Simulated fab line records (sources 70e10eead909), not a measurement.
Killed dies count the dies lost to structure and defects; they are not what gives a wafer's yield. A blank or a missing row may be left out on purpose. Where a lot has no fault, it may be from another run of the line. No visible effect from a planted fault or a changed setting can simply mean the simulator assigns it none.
fab line records	flow nand-harc
[record] lots = 14	wafers = 42	last-day = 33
route steps=1302 shown A_CONTACT@1090 THIN_TSV@1250 END@1302
lots untouched by any fault: they come from a run of this same line in which no faults occurred
start-h: start of the lot's first displayed wafer, in hours after the record's first day	wait-h: time in hours since the lot's previous step	" identical to the entry in the row above	L1.1+2: several wafers, shown together as one row	- value missing, or start not given	* or withheld: withheld	< > ~ a bound
route shown NAME@n: NAME is a module with steps in the file, n the number in the route of the first one	usual: mean and standard deviation over wafers with no fault	same: alike in all rows	chamber/n: place in a boat	sites: each site's reading	_std_site: how widely they spread, as a standard deviation	_edge_site: mean of outer sites minus mean of inner sites	radius-mm: for every site, how far away it sits from the centre of the wafer	mask NAME#n: copy n	behind: the tool/chamber that last shaped the wafer	hold: cause of the lot's hold/its duration in hours/its outcome	device: whichever transistor did not switch (one of n, p or np)	end of line: the route-end tests of the same wafers	a step without rows: its recipe alone	killed: not the wafer's yield, but the dies lost to structure and defects at the first sort	map: a wafer's dies, marking killed ones x, the rest . and places with no die _
set.NAME: setting as actually run; set.NAME@STEP: the setting as run at that earlier step	model.NAME: the simulator's own value behind a step, which no gauge read
route steps across a sampled set of lots; one table per step, one row per wafer
services: when a tool's chamber went out of use (start-h, in hours from the record's first day, below 0 if earlier), for how many hours, and the reason
[[steps]]
[step NHARC_A_CONTACT_ETCH_138]
[recipe] source-w = withheld	pressure-mtorr = 20	bias-v = 1200	time-s = 311	target-depth-a = 19140	ar-flow-sccm = withheld	c4f8-flow-sccm = withheld	o2-flow-sccm = withheld	chemistry = C4F8/O2/Ar
[usual] oes-air-line-au = 0.998/0.02
lot.wafer	tool	chamber	start-h	wait-h	oes-air-line-au	rf-hours-counter-h
L233.2	har-cap-etch-03	1	524.44	0.2	0.974	48
L233.3	"	0	"	"	0.997	-
L233.6	"	1	"	"	1.029	-
L234.4	har-cap-etch-02	0	530.13	0.2	0.979	-
L234.6	"	1	"	"	1.014	-
L234.5	"	0	"	"	1.022	-
L235.2	har-cap-etch-02	1	546.33	0.2	0.987	96
L235.3	"	0	"	"	0.990	-
L235.6	"	1	"	"	0.978	-
L238.1	har-cap-etch-03	0	564.41	0.2	1.000	55
L238.4	"	1	"	"	0.980	-
L238.5	"	0	"	"	0.991	-
L239.2	har-cap-etch-01	0	588.77	0.2	1.028	15
L239.1	"	1	"	"	0.968	15
L239.4	"	0	"	"	1.018	-
L240.2	har-cap-etch-02	0	589.12	0.2	0.985	103
L240.4	"	1	"	"	0.963	-
L240.3	"	0	"	"	0.999	-
L242.3	har-cap-etch-02	0	607.99	0.2	1.010	-
L242.5	"	0	"	"	0.989	-
L242.6	"	1	"	"	0.962	-
L244.2	har-cap-etch-01	1	619.61	0.2	0.994	21
L244.4	"	1	"	"	0.985	-
L244.5	"	1	"	"	0.990	-
L243.2	har-cap-etch-03	1	621.35	0.2	0.986	66
L243.3	"	1	"	"	1.034	-
L243.6	"	0	"	"	1.021	-
L245.3	har-cap-etch-03	1	635.17	0.3	0.996	-
L245.6	"	1	"	"	1.013	-
L245.5	"	0	"	"	0.989	-
L246.1	har-cap-etch-03	1	656.52	0.2	0.960	72
L246.6	"	0	"	"	0.975	-
L246.5	"	1	"	"	0.989	-
L248.1	har-cap-etch-02	0	663.09	0.2	1.001	118
L248.5	"	1	"	"	1.003	-
L248.6	"	0	"	"	1.011	-
L247.2	har-cap-etch-03	1	665.08	0.2	1.012	73
L247.3	"	0	"	"	0.977	-
L247.6	"	0	"	"	0.977	-
L256.1	har-cap-etch-03	1	738.60	0.2	0.992	88
L256.4	"	0	"	"	0.989	-
L256.3	"	1	"	"	1.032	-
[step NHARC_THIN_TSV_DEP_43]
[recipe] target-thk-a = 13285	temp-c = withheld	pressure-torr = 6.5	rf-w = 900	teos-flow-sccm = 161.4	flow-sccm = 2650	target-thk-nm = 1328.5	gas = O2	material = SiO2
[usual] throttle-valve-pct = 16.1/0.48
lot.wafer	tool	chamber	start-h	wait-h	throttle-valve-pct
L233.3	pecvd-01	0	557.29	-	16.9
L233.2	"	2	"	"	15.1
L233.6	"	0	"	"	16.6
L234.5	pecvd-04	0	561.11	-	16.3
L234.4	"	1	"	"	15.9
L234.6	"	2	"	"	16.6
L235.3	pecvd-02	2	575.49	-	16.3
L235.2	"	1	"	"	17.1
L235.6	"	2	"	"	16.3
L238.1	pecvd-01	2	595.41	-	15.3
L238.4	"	0	"	"	17.2
L238.5	"	1	"	"	15.7
L240.2	pecvd-04	1	619.24	-	16.0
L240.3	"	2	"	"	16.8
L240.4	"	1	"	"	16.2
L239.2	pecvd-02	1	620.43	-	16.1
L239.1	"	2	"	"	16.4
L239.4	"	0	"	"	15.8
L242.3	pecvd-01	0	639.59	-	17.2
L242.6	"	1	"	"	15.7
L242.5	"	0	"	"	16.9
L243.3	pecvd-04	2	650.66	-	16.5
L243.2	"	1	"	"	15.7
L243.6	"	0	"	"	15.8
L244.2	pecvd-02	1	651.65	-	16.2
L244.5	"	2	"	"	16.1
L244.4	"	0	"	"	15.7
L245.3	pecvd-04	0	666.39	-	15.8
L245.5	"	1	"	"	15.6
L245.6	"	2	"	"	16.6
L246.1	pecvd-01	2	687.58	-	15.3
L246.5	"	0	"	"	16.4
L246.6	"	1	"	"	15.1
L247.3	pecvd-04	1	694.35	-	16.1
L247.2	"	2	"	"	16.3
L247.6	"	1	"	"	15.6
L248.1	pecvd-02	1	695.58	-	16.3
L248.5	"	0	"	"	15.8
L248.6	"	1	"	"	16.3
L256.3	pecvd-04	2	771.85	-	16.6
L256.1	"	0	"	"	16.1
L256.4	"	0	"	"	15.9
[step NHARC_THIN_TSV_ETCH_15]
[recipe] target-depth-a = 30000	bosch-target-overetch-cycles = 2	bosch-etch-step-s = 2.8	bosch-dep-step-s = 1.2	bosch-cycles = 14
[usual] drypump-motor-current-A = 5.8/0.49
lot.wafer	tool	chamber	start-h	wait-h	drypump-motor-current-A	rf-hours-counter-h
L233.3	rie-si-02	0	558.95	-	5.7	0.3
L233.2	"	2	"	"	6.1	0.5
L233.6	"	1	"	"	5.7	-
L234.4	rie-si-02	3	562.64	-	5.7	0.5
L234.6	"	3	"	"	5.7	-
L234.5	"	0	"	"	5.7	-
L235.3	rie-si-06	3	577.16	-	5.0	0.9
L235.2	"	0	"	"	5.6	0.9
L235.6	"	1	"	"	6.5	-
L238.1	rie-si-04	0	597.07	-	6.7	0.3
L238.4	"	1	"	"	5.8	0.4
L238.5	"	0	"	"	6.7	-
L240.4	rie-si-06	1	620.77	-	6.5	0.0
L240.3	"	2	"	"	5.4	0.0
L240.2	"	3	"	"	5.0	0.0
L239.1	rie-si-06	2	622.08	-	5.4	0.1
L239.4	"	0	"	"	5.5	0.0
L239.2	"	1	"	"	6.5	0.1
L242.3	rie-si-02	3	641.17	-	5.7	0
L242.5	"	1	"	"	5.7	-
L242.6	"	2	"	"	6.0	-
L243.2	rie-si-04	1	652.43	-	5.8	0.7
L243.3	"	0	"	"	6.7	0.7
L243.6	"	1	"	"	5.8	-
L244.2	rie-si-06	3	653.44	-	5.0	0.3
L244.4	"	0	"	"	5.5	0.2
L244.5	"	1	"	"	6.5	-
L245.3	rie-si-04	0	668.06	-	6.7	0.8
L245.5	"	2	"	"	6.1	-
L245.6	"	3	"	"	5.7	-
L246.1	rie-si-04	0	689.03	-	6.6	0.8
L246.6	"	3	"	"	5.7	-
L246.5	"	2	"	"	6.2	-
L247.3	rie-si-02	2	696.02	-	6.1	0.3
L247.2	"	3	"	"	5.7	0.4
L247.6	"	1	"	"	5.7	-
L248.1	rie-si-06	2	697.09	-	5.4	0.5
L248.6	"	3	"	"	5.0	-
L248.5	"	0	"	"	5.5	-
L256.1	rie-si-06	1	773.51	-	6.6	0.9
L256.3	"	2	"	"	5.4	0.9
L256.4	"	3	"	"	5.0	1.0
[step NHARC_THIN_TSV_PRE_CLEAN_50]
[recipe] time-s = 30	temp-c = 280	gas = H2/He
[usual] heater-power-w = 388/34
lot.wafer	tool	chamber	start-h	wait-h	heater-power-w
L233.3	pvd-sputter-02	-	-	-	367
L233.2	"	-	"	"	381
L233.6	"	-	"	"	373
L234.4	pvd-sputter-02	-	-	-	370
L234.5	"	-	"	"	372
L234.6	"	-	"	"	373
L235.3	pvd-sputter-02	-	-	-	376
L235.2	"	-	"	"	382
L235.6	"	-	"	"	362
L238.1	pvd-sputter-03	-	-	-	343
L238.4	"	-	"	"	356
L238.5	"	-	"	"	384
L240.2	pvd-sputter-02	-	-	-	346
L240.4	"	-	"	"	384
L240.3	"	-	"	"	362
L239.2	pvd-sputter-01	-	-	-	435
L239.4	"	-	"	"	374
L239.1	"	-	"	"	446
L242.3	pvd-sputter-01	-	-	-	455
L242.6	"	-	"	"	413
L242.5	"	-	"	"	429
L243.3	pvd-sputter-03	-	-	-	398
L243.2	"	-	"	"	338
L243.6	"	-	"	"	392
L244.2	pvd-sputter-03	-	-	-	439
L244.4	"	-	"	"	349
L244.5	"	-	"	"	426
L245.3	pvd-sputter-03	-	-	-	443
L245.5	"	-	"	"	430
L245.6	"	-	"	"	388
L246.1	pvd-sputter-01	-	-	-	446
L246.5	"	-	"	"	406
L246.6	"	-	"	"	421
L247.2	pvd-sputter-01	-	-	-	423
L247.3	"	-	"	"	451
L247.6	"	-	"	"	409
L248.1	pvd-sputter-01	-	-	-	371
L248.6	"	-	"	"	379
L248.5	"	-	"	"	443
L256.3	pvd-sputter-02	-	-	-	367
L256.4	"	-	"	"	353
L256.1	"	-	"	"	401
[step NHARC_END_SORT_01]
[recipe] temp-c = 25
[usual] killed-at-array = 55/17	killed-at-other = 1.1/1.4	killed-at-periphery = 3.9/3	killed-dies = 59/17	killed-open = 3.5/2	killed-short = 2.6/1.6
[same] gross-dies = 677
lot.wafer	tool	chamber	start-h	wait-h	killed-at-array	killed-at-other	killed-at-periphery	killed-dies	killed-open	killed-short
L246.1	prober-01	0	704.85	2.5	135	0	2	137	9	3
L246.5	prober-01	0	708.01	3.7	133	0	2	135	3	3
L246.6	prober-01	0	708.80	4.0	141	1	1	143	3	2
L247.2	prober-01	0	713.35	2.8	146	1	2	149	1	3
L247.3	prober-01	0	714.16	3.1	149	1	2	152	4	3
L247.6	prober-01	0	716.56	4.0	149	1	3	153	5	3
// killed by level:class
L246.1 A_CONTACT:unspecified=73 A_SLIT:chamber-film-flake=26 A_CHANNEL_HOLE_D2:chamber-film-flake=12 A_CHANNEL_HOLE_D1:chamber-film-flake=11 A_CHANNEL_FILL_D1:geometric-particle:open=2 A_ONON_D2:geometric-particle:open=2 P_CONTACT:geometric-particle:open=1 P_M1:geometric-particle:open=1
L246.5 A_CONTACT:unspecified=80 A_SLIT:chamber-film-flake=28 A_CHANNEL_HOLE_D2:chamber-film-flake=12 A_CHANNEL_HOLE_D1:chamber-film-flake=3 A_STAIRCASE:chamber-film-flake=2 A_CONTACT:chamber-film-flake=2 P_M0:geometric-particle:short=1 A_DECK1_JOINT:geometric-particle:open=1
L246.6 A_CONTACT:unspecified=83 A_SLIT:chamber-film-flake=27 A_CHANNEL_HOLE_D2:chamber-film-flake=16 A_CHANNEL_HOLE_D1:chamber-film-flake=8 A_SOURCE_PLATE:geometric-particle:open=1 A_DECK1_JOINT:geometric-particle:short=1 A_CONTACT:geometric-particle:open=1 A_M0:geometric-particle:short=1
L247.2 A_CONTACT:unspecified=80 A_SLIT:chamber-film-flake=27 A_CHANNEL_HOLE_D1:chamber-film-flake=23 A_CHANNEL_HOLE_D2:chamber-film-flake=6 A_STAIRCASE:chamber-film-flake=2 P_M0:geometric-particle:open=1 A_DECK1_JOINT:geometric-particle:short=1 A_ONON_D2:geometric-particle:short=1
L247.3 A_CONTACT:unspecified=75 A_SLIT:chamber-film-flake=39 A_CHANNEL_HOLE_D1:chamber-film-flake=16 A_CONTACT:chamber-film-flake=4 A_STAIRCASE:chamber-film-flake=3 A_CHANNEL_FILL_D1:chamber-film-flake=2 P_GATE:geometric-particle:open=1 P_GATE:geometric-particle:short=1
L247.6 A_CONTACT:unspecified=79 A_SLIT:chamber-film-flake=33 A_CHANNEL_HOLE_D1:chamber-film-flake=20 A_CHANNEL_HOLE_D2:chamber-film-flake=4 A_CONTACT:chamber-film-flake=3 P_CONTACT:geometric-particle:open=2 A_CHANNEL_FILL_D1:chamber-film-flake=2 P_GATE:geometric-particle:open=1
[[services]]
tool	chamber	start-h	hours	kind
pecvd-02	-	510.23	2.5	repair
rie-si-02	0	511.88	2.1	repair
pecvd-01	2	516.36	5.9	repair
rie-si-04	-	519.00	9.0	pm
pvd-sputter-02	-	522.84	4.2	repair
pvd-sputter-03	-	526.06	10.0	pm
pecvd-01	0	527.31	3.4	repair
pvd-sputter-01	-	582.04	10.0	pm
pecvd-04	2	582.53	8.9	repair
rie-si-06	1	587.69	7.0	repair
pecvd-02	-	589.18	13.0	pm
rie-si-06	-	603.00	9.0	pm
rie-si-02	-	631.00	9.0	pm
pecvd-04	-	631.25	13.0	pm
har-cap-etch-02	-	631.68	0.3	repair
pvd-sputter-02	-	638.05	10.0	pm
pvd-sputter-03	-	638.34	1.9	repair
pvd-sputter-01	-	653.96	4.7	repair
pecvd-01	-	673.00	13.0	pm
rie-si-04	1	688.89	1.0	repair
pvd-sputter-01	-	723.70	1.7	repair
pvd-sputter-02	-	743.53	2.3	repair
har-cap-etch-02	-	754.27	17.0	pm
pvd-sputter-01	-	760.04	10.0	pm
[[key]]
[first-sign] step = NHARC_END_SORT_01	reading = killed-at-array	direction = up	sigmas = 5.2	usual = 55	struck = 142
[effect] step = NHARC_END_SORT_01	reading = killed-dies	direction = up	sigmas = 5	usual = 59	struck = 145
[more-kills-born-at] NHARC_A_CONTACT_ETCH_138@har-cap-etch-03 = 467
met-at NHARC_A_CONTACT_ETCH_138
struck-lots L246,L247
tester-left-out L246,L247
not-acting-at NHARC_THIN_TSV_DEP_43,NHARC_THIN_TSV_ETCH_15,NHARC_THIN_TSV_PRE_CLEAN_50
onset-between 635.17 656.52
[fault] kind = chamber-particle-source	tool = har-cap-etch-03	chamber = -	onset-h = 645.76	steps = NHARC_A_CONTACT_ETCH_138	rate-per-visit-cm2 = 0.62573	end-h = 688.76
// tester-left-out: of these lots the tester's yield and bins aren't shown, on N5 and GAA mostly nor the transistor test; their killed dies are dies lost to structure and defects alone, not to doping, threshold or leakage, so they don't give the yield
